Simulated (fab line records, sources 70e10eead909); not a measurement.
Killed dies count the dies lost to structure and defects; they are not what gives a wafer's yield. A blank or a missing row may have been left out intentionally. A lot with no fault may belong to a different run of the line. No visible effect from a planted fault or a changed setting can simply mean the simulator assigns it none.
fab line records ; flow nand-harc ; part 2 of 2: steps 5 to 6 of 6
record lots=23; wafers=69; last-day=34
route steps=1302 shown A_STAIRCASE@701
lots with no fault: from the same line, run without faults
start-h: the number of hours between the record's first day and the start of the first shown wafer of the lot ; wait-h: time in hours since the lot's previous step ; " same as the row above ; L1.1+2: a row that stands for several wafers ; - no value, or no start given ; * or withheld: withheld ; < > ~ a bound
route shown NAME@n: NAME is a module with steps in the file, n the number in the route of the first one ; usual: mean and standard deviation over wafers with no fault ; same: alike in all rows ; chamber/n: place in a boat ; sites: the reading at each site ; _std_site: standard deviation across them ; _edge_site: outer sites' mean less inner sites' ; radius-mm: how far each site lies from the wafer's centre ; mask NAME#n: copy n ; behind: the last tool/chamber to shape the wafer ; hold: the reason the lot was held/the length of the hold in hours/how it ended ; device: the n, p or np transistor that did not switch ; end of line: tests run on the same wafers once the route is complete ; for a step that has no rows: nothing shown but its recipe ; killed: dies lost to structure and defects at the first sort, not the wafer's yield ; map: per-die view of a wafer (x killed, . not killed, _ where there is no die)
set.NAME: the setting that was run; set.NAME@STEP: the one run at that earlier step ; model.NAME: the simulator's own value behind a step, which no gauge read
route steps across a sampled set of lots; one table per step, one row per wafer
services: when a tool's chamber went out of use (start-h, in hours from the record's first day, below 0 if earlier), for how many hours, and the reason
## steps
# step NHARC_A_STAIRCASE_TRIM_220
# recipe time-s=211.2; o2-flow-sccm=500; ar-flow-sccm=0; bias-w=0; chemistry=O2
# usual drypump-motor-current-A=6.0/0.44; oes-product-au=0.996/0.0096; rf-vpp-V=57.8/0.91; showerhead-plenum-p-Torr=3.47/0.13; throttle-valve-pct=17.038/0.0087
lot.wafer;tool;chamber;start-h;wait-h;drypump-motor-current-A;oes-product-au;rf-hours-counter-h;rf-vpp-V;showerhead-plenum-p-Torr;throttle-valve-pct
L074.4;rie-diel-05;2;356.72;0.2;5.8;0.997;32;57.7;3.44;17.031
L074.2;rie-diel-05;3;356.72;0.2;5.2;1.005;26;58.0;3.56;17.034
L074.5;rie-diel-05;1;356.72;0.2;6.2;0.998;-;58.0;3.67;17.042
L075.2;rie-diel-02;0;364.01;0.1;5.6;0.991;50;58.9;3.61;17.034
L075.4;rie-diel-02;3;364.01;0.1;6.2;1.018;49;56.8;3.51;17.037
L075.5;rie-diel-02;1;364.01;0.1;6.0;0.991;-;59.4;3.41;17.052
L078.1;rie-diel-02;2;391.69;0.1;6.0;1.003;57;57.2;3.33;17.023
L078.3;rie-diel-02;3;391.69;0.1;6.2;1.005;57;56.9;3.51;17.033
L078.5;rie-diel-02;1;391.69;0.1;5.9;1.001;-;58.0;3.41;17.017
L076.2;rie-diel-03;3;393.95;0.1;6.3;0.997;38;58.0;3.53;17.050
L076.1;rie-diel-03;0;393.95;0.1;5.7;0.988;34;57.0;3.58;17.022
L076.6;rie-diel-03;0;393.95;0.1;5.7;1.007;-;56.5;3.58;17.045
L079.6;rie-diel-03;0;400.70;0.1;5.7;0.977;-;57.5;3.58;17.043
L079.4;rie-diel-03;2;400.70;0.1;6.6;0.984;-;57.6;3.30;17.041
L079.5;rie-diel-03;3;400.70;0.1;6.3;0.986;-;57.2;3.53;17.024
L080.2;rie-diel-05;1;419.45;0.2;6.2;0.977;1;59.5;3.66;17.043
L080.4;rie-diel-05;2;419.45;0.2;5.8;1.002;1;58.2;3.44;17.031
L080.5;rie-diel-05;1;419.45;0.2;6.2;0.988;-;57.4;3.66;17.037
L082.3;rie-diel-03;2;433.55;0.1;6.6;0.978;52;56.7;3.30;17.050
L082.4;rie-diel-03;3;433.55;0.1;6.3;0.990;52;58.1;3.52;17.037
L082.1;rie-diel-03;1;433.55;0.1;5.6;1.005;34;58.1;3.63;17.036
L081.4;rie-diel-05;0;434.23;0.1;6.7;1.008;7;56.9;3.29;17.044
L081.2;rie-diel-05;1;434.23;0.1;6.2;0.981;6;58.9;3.66;17.033
L081.5;rie-diel-05;3;434.23;0.1;5.2;0.996;-;59.3;3.55;17.055
L085.2;rie-diel-05;3;470.17;0.1;5.2;0.999;18;59.7;3.54;17.033
L085.1;rie-diel-05;2;470.17;0.1;5.8;0.994;17;58.4;3.43;17.032
L085.6;rie-diel-05;3;470.17;0.1;5.2;1.000;-;58.5;3.54;17.042
L083.3;rie-diel-03;1;470.45;0.1;5.6;1.005;0;59.4;3.63;17.060
L083.4;rie-diel-03;2;470.45;0.1;6.6;0.999;0;55.7;3.29;17.043
L083.2;rie-diel-03;3;470.45;0.1;6.3;0.988;0;57.1;3.52;17.043
L084.4;rie-diel-05;1;474.06;0.1;6.2;0.983;18;58.7;3.65;17.025
L084.3;rie-diel-05;3;474.06;0.1;5.2;1.014;19;57.6;3.54;17.031
L084.5;rie-diel-05;1;474.06;0.1;6.2;0.978;-;57.6;3.65;17.037
L086.3;rie-diel-02;3;474.81;0.1;6.1;1.011;23;58.1;3.49;17.036
L086.5;rie-diel-02;2;474.81;0.1;6.0;1.007;-;58.1;3.32;17.022
L086.6;rie-diel-02;3;474.81;0.1;6.1;1.003;-;57.4;3.49;17.055
L087.4;rie-diel-03;2;493.59;0.1;6.7;1.003;6;56.3;3.29;17.034
L087.2;rie-diel-03;0;493.59;0.1;5.7;0.991;4;57.8;3.56;17.038
L087.6;rie-diel-03;2;493.59;0.1;6.6;0.998;-;57.9;3.29;17.050
L088.3;rie-diel-02;3;498.47;0.1;6.1;1.012;28;57.6;3.49;17.029
L088.2;rie-diel-02;0;498.47;0.1;5.6;1.007;35;58.4;3.58;17.034
L088.4;rie-diel-02;2;498.47;0.1;6.0;1.019;33;57.8;3.31;17.040
L089.4;rie-diel-05;3;503.73;0.1;5.2;1.000;29;57.3;3.54;17.031
L089.3;rie-diel-05;1;503.73;0.1;6.2;0.992;27;59.9;3.65;17.025
L089.6;rie-diel-05;2;503.73;0.1;5.9;1.006;-;58.1;3.42;17.032
L090.4;rie-diel-03;3;523.51;0.1;6.3;0.983;-;57.7;3.51;17.031
L090.6;rie-diel-03;0;523.51;0.1;5.7;0.993;-;58.6;3.56;17.031
L090.5;rie-diel-03;2;523.51;0.1;6.6;0.994;-;59.6;3.29;17.019
L092.4;rie-diel-05;3;531.94;0.1;5.2;0.999;36;58.8;3.53;17.030
L092.1;rie-diel-05;0;531.94;0.1;6.7;0.984;34;56.4;3.27;17.038
L092.5;rie-diel-05;0;531.94;0.1;6.7;0.983;-;56.7;3.27;17.035
L091.3;rie-diel-02;2;532.12;0.1;6.0;1.011;44;57.1;3.31;17.026
L091.1;rie-diel-02;3;532.12;0.1;6.1;1.006;38;56.7;3.48;17.034
L091.5;rie-diel-02;1;532.12;0.1;6.0;0.990;-;57.7;3.38;17.030
L093.4;rie-diel-03;1;558.49;0.1;5.6;0.999;24;57.3;3.62;17.044
L093.2;rie-diel-03;3;558.49;0.1;6.3;0.988;33;58.3;3.50;17.035
L093.5;rie-diel-03;1;558.49;0.1;5.6;1.007;-;57.5;3.62;17.039
L095.4;rie-diel-02;1;568.79;0.1;6.0;0.989;55;57.5;3.38;17.036
L095.6;rie-diel-02;0;568.79;0.1;5.6;1.009;-;57.3;3.57;17.020
L095.5;rie-diel-02;1;568.79;0.1;6.0;0.992;-;57.4;3.38;17.039
L094.4;rie-diel-03;0;569.13;0.1;5.7;0.995;37;57.8;3.55;17.048
L094.2;rie-diel-03;2;569.13;0.1;6.6;1.004;33;58.3;3.28;17.049
L094.5;rie-diel-03;3;569.13;0.1;6.3;0.985;-;57.6;3.50;17.032
L096.2;rie-diel-03;0;583.06;0.1;5.7;0.986;41;60.5;3.54;17.034
L096.4;rie-diel-03;1;583.06;0.1;5.6;0.982;35;57.9;3.61;17.040
L096.5;rie-diel-03;3;583.06;0.1;6.3;0.991;-;58.8;3.50;17.053
L097.1;rie-diel-03;0;597.15;0.3;5.7;0.996;46;59.1;3.54;17.043
L097.2;rie-diel-03;1;597.15;0.3;5.6;0.987;40;58.2;3.61;17.050
L097.5;rie-diel-03;0;597.15;0.3;5.7;0.993;-;58.0;3.54;17.035
# step NHARC_A_STAIRCASE_TRIM_235
# recipe time-s=211.2; o2-flow-sccm=500; ar-flow-sccm=0; bias-w=0; chemistry=O2
# usual drypump-motor-current-A=6.0/0.43; oes-product-au=0.994/0.009; rf-vpp-V=57.7/0.81; showerhead-plenum-p-Torr=3.48/0.12; throttle-valve-pct=17.037/0.008
lot.wafer;tool;chamber;start-h;wait-h;drypump-motor-current-A;oes-product-au;rf-hours-counter-h;rf-vpp-V;showerhead-plenum-p-Torr;throttle-valve-pct
L074.2;rie-diel-05;2;-;-;5.8;1.000;33;58.4;3.44;17.025
L074.4;rie-diel-05;3;-;-;5.2;0.984;27;57.8;3.56;17.042
L074.5;rie-diel-05;2;-;-;5.8;1.007;-;58.7;3.44;17.044
L075.4;rie-diel-02;2;-;-;6.0;1.002;49;57.4;3.34;17.021
L075.2;rie-diel-02;3;-;-;6.1;1.009;49;58.8;3.51;17.039
L075.5;rie-diel-02;0;-;-;5.6;0.983;-;58.9;3.61;17.030
L078.1;rie-diel-02;1;-;-;5.9;0.999;62;57.6;3.41;17.036
L078.3;rie-diel-02;2;-;-;6.0;1.004;59;56.8;3.33;17.041
L078.5;rie-diel-02;1;-;-;6.0;0.995;-;57.6;3.41;17.034
L076.2;rie-diel-05;1;-;-;6.2;0.996;48;59.7;3.66;17.040
L076.1;rie-diel-05;2;-;-;5.9;0.994;44;59.2;3.44;17.025
L076.6;rie-diel-05;3;-;-;5.2;1.000;-;57.1;3.55;17.041
L079.5;rie-diel-03;3;-;-;6.3;0.997;-;57.2;3.53;17.045
L079.4;rie-diel-03;0;-;-;5.7;0.992;-;58.1;3.58;17.044
L079.6;rie-diel-03;2;-;-;6.6;0.995;-;57.7;3.30;17.036
L080.2;rie-diel-03;0;-;-;5.7;0.973;42;57.5;3.57;17.032
L080.4;rie-diel-03;1;-;-;5.6;0.998;29;57.8;3.64;17.043
L080.5;rie-diel-03;0;-;-;5.7;0.973;-;58.3;3.57;17.042
L082.1;rie-diel-02;3;-;-;6.2;0.999;5;58.1;3.50;17.035
L082.3;rie-diel-02;0;-;-;5.6;0.997;13;57.5;3.59;17.043
L082.4;rie-diel-02;2;-;-;6.0;1.000;12;56.0;3.33;17.047
L081.2;rie-diel-02;0;-;-;5.6;1.006;14;58.2;3.59;17.034
L081.4;rie-diel-02;2;-;-;6.0;1.013;13;56.0;3.32;17.034
L081.5;rie-diel-02;0;-;-;5.6;1.015;-;57.9;3.59;17.047
L085.2;rie-diel-02;2;-;-;6.0;0.999;27;57.0;3.32;17.036
L085.1;rie-diel-02;0;-;-;5.6;1.006;29;57.8;3.59;17.033
L085.6;rie-diel-02;1;-;-;5.9;0.991;-;59.0;3.39;17.021
L083.4;rie-diel-02;2;-;-;6.0;1.005;27;56.7;3.32;17.034
L083.3;rie-diel-02;0;-;-;5.6;1.001;29;59.3;3.59;17.041
L083.2;rie-diel-02;1;-;-;6.0;1.007;26;56.4;3.39;17.041
L084.4;rie-diel-03;1;-;-;5.6;0.994;1;57.4;3.63;17.038
L084.3;rie-diel-03;2;-;-;6.6;1.008;1;57.9;3.29;17.022
L084.5;rie-diel-03;0;-;-;5.7;0.984;-;57.8;3.57;17.044
L086.3;rie-diel-05;3;-;-;5.2;0.998;20;57.0;3.54;17.044
L086.6;rie-diel-05;0;-;-;6.7;0.996;-;57.3;3.28;17.043
L086.5;rie-diel-05;1;-;-;6.2;0.977;-;58.5;3.65;17.049
L087.2;rie-diel-03;1;-;-;5.6;0.983;8;58.0;3.62;17.035
L087.4;rie-diel-03;2;-;-;6.6;0.993;8;57.4;3.29;17.033
L087.6;rie-diel-03;0;-;-;5.7;0.988;-;56.8;3.56;17.051
L088.2;rie-diel-05;0;-;-;6.7;0.994;27;56.6;3.28;17.042
L088.3;rie-diel-05;1;-;-;6.2;0.989;26;58.5;3.65;17.047
L088.4;rie-diel-05;2;-;-;5.8;0.999;27;58.3;3.42;17.032
L089.3;rie-diel-05;0;-;-;6.7;0.997;29;57.5;3.28;17.043
L089.4;rie-diel-05;3;-;-;5.2;0.996;30;59.0;3.54;17.049
L089.6;rie-diel-05;0;-;-;6.7;0.992;-;58.8;3.28;17.034
L090.6;rie-diel-03;3;-;-;6.3;0.995;-;56.8;3.51;17.028
L090.5;rie-diel-03;0;-;-;5.7;0.986;-;58.1;3.56;17.037
L090.4;rie-diel-03;2;-;-;6.6;0.999;-;57.1;3.29;17.041
L092.1;rie-diel-05;2;-;-;5.8;0.995;37;57.1;3.42;17.037
L092.4;rie-diel-05;1;-;-;6.2;0.983;36;57.4;3.64;17.048
L092.5;rie-diel-05;3;-;-;5.2;0.998;-;58.9;3.53;17.041
L091.1;rie-diel-03;3;-;-;6.3;0.988;24;57.5;3.51;17.042
L091.3;rie-diel-03;1;-;-;5.6;0.992;16;57.3;3.62;17.044
L091.5;rie-diel-03;2;-;-;6.7;0.987;-;58.1;3.28;17.031
L093.2;rie-diel-03;0;-;-;5.7;0.997;32;58.5;3.55;17.028
L093.4;rie-diel-03;1;-;-;5.6;0.988;25;57.8;3.62;17.032
L093.5;rie-diel-03;0;-;-;5.7;0.983;-;57.4;3.55;17.037
L095.4;rie-diel-03;2;-;-;6.6;1.000;34;56.9;3.28;17.041
L095.5;rie-diel-03;3;-;-;6.3;0.998;-;57.1;3.50;17.028
L095.6;rie-diel-03;0;-;-;5.7;0.996;-;59.1;3.55;17.030
L094.2;rie-diel-03;1;-;-;5.6;0.990;31;58.0;3.61;17.029
L094.4;rie-diel-03;2;-;-;6.6;0.992;34;57.8;3.28;17.043
L094.5;rie-diel-03;0;-;-;5.7;0.988;-;57.2;3.55;17.034
L096.2;rie-diel-03;1;-;-;5.6;0.988;35;58.3;3.61;17.032
L096.4;rie-diel-03;3;-;-;6.4;1.003;41;57.2;3.50;17.040
L096.5;rie-diel-03;1;-;-;5.6;0.989;-;58.3;3.61;17.047
L097.2;rie-diel-03;0;-;-;5.7;0.995;48;58.3;3.54;17.036
L097.1;rie-diel-03;2;-;-;6.6;1.002;44;56.8;3.27;17.039
L097.5;rie-diel-03;0;-;-;5.7;0.987;-;56.8;3.54;17.029
## services
tool;chamber;start-h;hours;kind
rie-diel-03;0;337.37;3.0;repair
rie-diel-03;1;339.30;-;clean
rie-diel-03;2;339.30;-;clean
rie-diel-03;3;339.30;-;clean
rie-diel-03;2;340.82;2.7;repair
rie-diel-03;0;363.80;-;clean
rie-diel-03;1;363.80;-;clean
rie-diel-03;2;363.80;-;clean
rie-diel-03;3;363.80;-;clean
rie-diel-03;1;384.70;31.3;repair
rie-diel-03;0;388.68;-;clean
rie-diel-03;2;388.68;-;clean
rie-diel-03;3;388.68;-;clean
rie-diel-02;-;394.44;9.0;pm
rie-diel-05;-;406.98;9.0;pm
rie-diel-02;3;413.34;12.9;repair
rie-diel-03;-;458.30;9.0;pm
rie-diel-03;0;485.25;7.6;repair
rie-diel-05;-;508.42;0.2;repair
rie-diel-03;1;518.37;15.8;repair
rie-diel-05;-;567.52;0.6;repair
rie-diel-02;-;572.22;9.0;pm
rie-diel-05;1;583.19;7.0;repair
rie-diel-05;-;583.98;9.0;pm
